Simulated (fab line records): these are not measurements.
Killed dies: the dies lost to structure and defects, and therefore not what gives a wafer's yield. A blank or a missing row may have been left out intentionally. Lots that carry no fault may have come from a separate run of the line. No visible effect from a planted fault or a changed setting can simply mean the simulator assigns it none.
Chamber matching | flow nand harc | NHARC_A_STAIRCASE_ETCH_444 on rie diel-04 has 4 sister chambers
The step etches the open film in C4F8/O2, target depth 20400 nm, time 6800 s. 4 wafers are shown with their chamber, then 7 later ones without.

## WAFERS PAIRED WITH THEIR CHAMBERS
wafer  | chamber | rf vpp V (V)
L080.5 | 0       | 800
L083.5 | 1       | 814
L084.2 | 3       | 805
L084.1 | 2       | 806

## WAFERS MISSING THEIR CHAMBER
wafer  | rf vpp V (V)
L084.4 | 813
L086.1 | 806
L086.6 | 813
L086.5 | 805
L089.4 | 800
L089.3 | 805
L089.6 | 801

## WHICH CHAMBER EACH ONE RAN IN
wafer  | from the rows above     | in truth
L084.4 | 1                       | 1
L086.1 | can't be placed: 2 or 3 | 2
L086.6 | 1                       | 1
L086.5 | can't be placed: 3 or 2 | 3
L089.4 | 0                       | 0
L089.3 | can't be placed: 3 or 2 | 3
L089.6 | 0                       | 0
Correctly placed: 4 of 7. Unplaceable from these rows: 3, with the true chamber sitting among the candidates in 3. 0 placed wrongly.
How it was worked out, from the rows above alone: a wafer's distance from a chamber is the root of the sum, over the readings, of the square of ((its reading less the chamber's mean) divided by the reading's scatter). The wafer belongs to the nearest chamber; if the next one is less than 2 further off, it can't be placed. A chamber's mean is the mean of its shown wafers. The scatter: root of mean squared gap, hidden wafer to nearest shown wafer, with one shown wafer a chamber.
